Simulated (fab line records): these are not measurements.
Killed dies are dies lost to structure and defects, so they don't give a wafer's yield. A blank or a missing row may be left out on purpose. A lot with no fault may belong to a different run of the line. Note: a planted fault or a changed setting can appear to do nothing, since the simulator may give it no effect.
Struck lot and sound lot, side by side    flow nand_harc    18 steps out of a route of 1159
Sound: these wafers, L321.1, L321.4, L321.6. The struck wafers were L332.2, L332.4, L332.6. The cause is named last.
At each step with rows: each side's tool, then ch and its chambers, then its first start. Under that, the readings that differ: sound wafers    struck wafers    difference of the means    sigmas: that difference in standard deviations of wafers without a fault.
alike: words and numbers the same on both sides, and readings whose means are apart by under 2 such deviations; not compared: readings that were withheld, readings missing a value for some wafer, numbers with overlapping values and no deviation given by the record, and bounds like >300 which may hide the same value.
A row with sigmas, a row that says differs or no value, or rows on one side alone: a step with any of these is where the two part. Numbers that have no deviation but don't overlap get no sigmas and don't part them. A reading that every wafer of one side lacks parts them only if that side has two wafers or more.

first, 6 steps without rows for these wafers: NHARC_THIN_TSV_COAT_27; NHARC_THIN_TSV_SOFTBAKE_28 (time 95 s); NHARC_THIN_TSV_EBR_29; NHARC_THIN_TSV_EXPOSE_30 (exposes mask PAD); NHARC_THIN_TSV_PEB_31 (peb time 85 s); NHARC_THIN_TSV_DEVELOP_32 (time 70 s).
NHARC_THIN_TSV_CD_MEAS_33 targets a cd of 5000 nm.
  sound on cd_sem-01 ch 0, day 21 00:38; struck on cd_sem-03 ch 0, day 23 07:16
  alike: cd_nm
then, 1 step without rows for these wafers: NHARC_THIN_TSV_HARDBAKE_34 (time 80 s).
NHARC_THIN_TSV_DESCUM_35: chemistry O2, time 3 s.
  sound on rie_diel-09 ch 0,1,3, day 21 00:51; struck on rie_diel-03 ch 0,3, day 23 07:26
reading                      sound        struck       difference  sigmas
drypump_motor_current_A (A)  5.9 6.7 5.9  5.3 4.8 4.8  -1.2        -2
  alike: oes_product_au, rf_vpp_V, showerhead_plenum_p_Torr, throttle_valve_pct
  not compared: rf_hours_counter_h
NHARC_THIN_TSV_ETCH_59: etches the open film in Cl2/BCl3, target depth 880 nm, time 138.1 s.
  sound on rie_metal-03 ch 0,1, day 21 01:00; struck on rie_metal-02 ch 0, day 23 07:33
  alike: drypump_motor_current_A, oes_product_au, throttle_valve_pct
  not compared: rf_hours_counter_h
NHARC_THIN_TSV_ETCH_36: etches the open film in Cl2/BCl3, target depth 65 nm, time 18.571 s.
  sound on rie_metal-03 ch 0,1, day 21 01:13; struck on rie_metal-02 ch 0,1, day 23 07:49
  alike: drypump_motor_current_A, oes_product_au
  not compared: rf_hours_counter_h
NHARC_THIN_TSV_STRIP_56: strips in O2.
  sound on plasma_asher-01 ch 0,1, day 21 01:46; struck on plasma_asher-02 ch 0,1, day 23 07:55
  alike: drypump_motor_current_A, heater_power_w, temp_c
  not compared: rf_hours_counter_h
NHARC_THIN_TSV_STRIP_57: strips in post etch residue remover, time 1200 s.
  sound on wet_bench-08 ch 1,2,3, day 21 02:05; struck on wet_bench-10 ch 0,4,5, day 23 08:16
  alike: temp_c
NHARC_THIN_TSV_CD_MEAS_37:
  sound on cd_sem-03 at day 21 02:31; struck on cd_sem-01 at day 23 08:43
  alike: cd_nm
then, 1 step without rows for these wafers: NHARC_THIN_TSV_ANNEAL_58 (time 1800 s).
NHARC_THIN_TSV_INSPECT_40:
  sound on defect_inspect-01 at day 21 06:44; struck on defect_inspect-02 at day 23 12:55
reading           sound        struck       difference  sigmas
raw_defect_count  501 398 378  747 726 890  +362        +4
NHARC_END_WLT_00:
  sound on prober-02 at day 21 10:29; struck on prober-02 at day 23 13:28
  alike: VT_DECK1_BOTTOM, VT_DECK1_BOTTOM_INNER, VT_DECK1_MEDIAN_NEAR_BOTTOM, VT_DECK1_MEDIAN_NEAR_BOTTOM_INNER, VT_DECK1_MIDDLE, VT_DECK1_MIDDLE_INNER, VT_DECK1_TOP, VT_DECK1_TOP_INNER
NHARC_END_SORT_01:
  here the record holds rows for the struck wafers (prober-02 ch 0, day 23 16:44) but none for the sound ones

== WHERE THEY PART ==
First at NHARC_THIN_TSV_DESCUM_35; last, within this record, at NHARC_END_SORT_01.

WHY: whatever the simulator had introduced
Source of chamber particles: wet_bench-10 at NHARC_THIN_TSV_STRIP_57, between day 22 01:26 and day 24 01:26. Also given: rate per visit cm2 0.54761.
